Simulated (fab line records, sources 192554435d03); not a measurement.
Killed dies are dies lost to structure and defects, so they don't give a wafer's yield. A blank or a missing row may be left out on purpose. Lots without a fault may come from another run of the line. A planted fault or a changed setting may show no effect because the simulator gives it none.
Chamber matching | flow n5_finfet | N5_BEOL_M5_CO_CAP_78 on cvd_co-01: 3 sister chambers
The step material Co, precursor CCTBA/H2, target thk 2 nm, time 102.1 s. 30 wafers are shown with their chamber, then 12 later ones without.

WAFERS WITH THEIR CHAMBER
wafer  | chamber | heater_power_w (W) | chamber_pressure_Torr (Torr)
L076.2 | 2       | 220                | 30.06
L076.5 | 0       | 207                | 29.98
L076.6 | 1       | 240                | 29.98
L077.2 | 2       | 219                | 29.96
L077.3 | 1       | 238                | 29.94
L077.6 | 2       | 220                | 30.08
L078.1 | 2       | 227                | 29.98
L078.4 | 0       | 212                | 29.97
L078.6 | 2       | 221                | 30.03
L081.1 | 0       | 216                | 29.95
L081.2 | 2       | 224                | 30.02
L081.6 | 0       | 213                | 29.99
L080.2 | 1       | 251                | 29.99
L080.4 | 2       | 223                | 29.94
L080.5 | 1       | 242                | 29.89
L083.1 | 1       | 248                | 29.96
L083.2 | 2       | 222                | 29.95
L083.5 | 0       | 213                | 29.87
L082.1 | 0       | 205                | 29.94
L082.3 | 2       | 216                | 29.93
L082.6 | 0       | 212                | 29.95
L085.2 | 2       | 222                | 30.05
L085.3 | 1       | 249                | 30.03
L085.6 | 1       | 238                | 29.98
L086.3 | 1       | 241                | 30.03
L086.5 | 0       | 216                | 30.08
L086.6 | 1       | 245                | 30.06
L089.1 | 0       | 214                | 29.96
L089.2 | 1       | 246                | 30.02
L089.5 | 1       | 234                | 30.03

SIGNATURES (means of the wafers above)
reading               | chamber 0 | chamber 1 | chamber 2 | scatter within a chamber
heater_power_w        | 212.00    | 242.91    | 221.40    | 4.2
chamber_pressure_Torr | 29.9656   | 29.9918   | 30.0000   | 0.0528
Rule: a wafer's distance from a chamber is the root of the sum, over the readings, of the square of ((its reading less the chamber's mean) divided by the reading's scatter). The wafer belongs to the nearest chamber; if the next one is less than 2 further off, it can't be placed. The scatter: the root of (the sum of the squares of (reading less its chamber's mean) over the shown wafers, divided by (wafers less chambers)).

WAFERS WITHOUT THEIR CHAMBER
wafer  | heater_power_w (W) | chamber_pressure_Torr (Torr)
L091.3 | 245                | 29.96
L091.4 | 215                | 30.06
L091.6 | 254                | 29.90
L087.1 | 206                | 29.99
L087.2 | 243                | 29.95
L087.6 | 242                | 29.98
L092.3 | 246                | 30.07
L092.5 | 212                | 29.92
L092.6 | 248                | 29.99
L097.2 | 247                | 30.03
L097.3 | 246                | 29.99
L097.6 | 212                | 29.95

WHICH CHAMBER EACH WENT THROUGH
wafer  | from the rows above     | in truth
L091.3 | 1                       | 1
L091.4 | can't be placed: 2 or 0 | 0
L091.6 | 1                       | 1
L087.1 | 0                       | 0
L087.2 | 1                       | 1
L087.6 | 1                       | 1
L092.3 | 1                       | 1
L092.5 | can't be placed: 0 or 2 | 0
L092.6 | 1                       | 1
L097.2 | 1                       | 1
L097.3 | 1                       | 1
L097.6 | 0                       | 0
Placed correctly: 10 of 12. Can't be placed from these rows: 2 (the true chamber is among the candidates in 2). Placed wrongly: 0.
